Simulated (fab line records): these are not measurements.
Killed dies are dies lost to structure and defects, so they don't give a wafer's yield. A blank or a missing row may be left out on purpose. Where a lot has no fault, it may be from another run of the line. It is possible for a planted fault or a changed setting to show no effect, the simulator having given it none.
Chamber matching -- flow nand-harc -- NHARC_A_WL_FILL_ALD_02 on ald-metal-04 has 4 sister chambers
The step deposits TiN, target thk 2 nm, pulse time 3 s, ald cycles 100. 16 wafers are shown with their chamber, then 8 later ones without.

WAFERS, EACH WITH ITS CHAMBER
wafer,chamber,heater-power-w (W),precursor-pulse-height-rel
L077.2,1,1015,1.015
L077.4,1,1044,0.980
L077.5,0,1013,0.979
L081.2,2,1117,1.010
L081.3,0,994,0.965
L081.6,2,1109,0.983
L081.1,1,1055,0.997
L081.4,3,1085,1.011
L081.5,3,1080,0.998
L084.1,3,1067,1.007
L084.4,0,1023,0.986
L084.5,1,1041,1.044
L086.1,3,1103,1.012
L086.3,1,1035,0.964
L086.4,0,1025,1.006
L086.2,0,1030,1.005

SIGNATURES (means of the wafers above)
reading,chamber 0,chamber 1,chamber 2,chamber 3,scatter within a chamber
heater-power-w,1017.00,1038.00,1113.00,1083.75,14.1
precursor-pulse-height-rel,0.98820,1.00000,0.99650,1.00700,0.0216
Rule: a wafer lies at a distance from a chamber equal to the root of the sum of squares, over the readings, of (its reading less the chamber's mean, divided by the reading's scatter). The wafer belongs to the nearest chamber; if the next one is less than 2 further off, it can't be placed. The scatter is the square root of a quotient: the sum, over the shown wafers, of each reading's squared deviation from its chamber's mean, divided by wafers minus chambers.

WAFERS WITHOUT THEIR CHAMBER
wafer,heater-power-w (W),precursor-pulse-height-rel
L086.5,1092,0.979
L086.6,1044,1.012
L088.2,1142,1.017
L088.5,1143,1.009
L088.6,1060,1.018
L092.2,1044,1.023
L092.4,1047,1.028
L092.6,1020,1.021

THE CHAMBER EACH PASSED THROUGH
wafer,from the rows above,in truth
L086.5,can't be placed: 3 or 2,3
L086.6,can't be placed: 1 or 0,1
L088.2,can't be placed: 2 or 3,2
L088.5,can't be placed: 2 or 3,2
L088.6,can't be placed: 3 or 1 or 0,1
L092.2,can't be placed: 1 or 0 or 3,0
L092.4,can't be placed: 1 or 3 or 0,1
L092.6,can't be placed: 0 or 1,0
Correctly placed: 0 of 8. From these rows, 8 cannot be placed; in 8 the true chamber is one of the candidates. Number placed wrongly: 0.
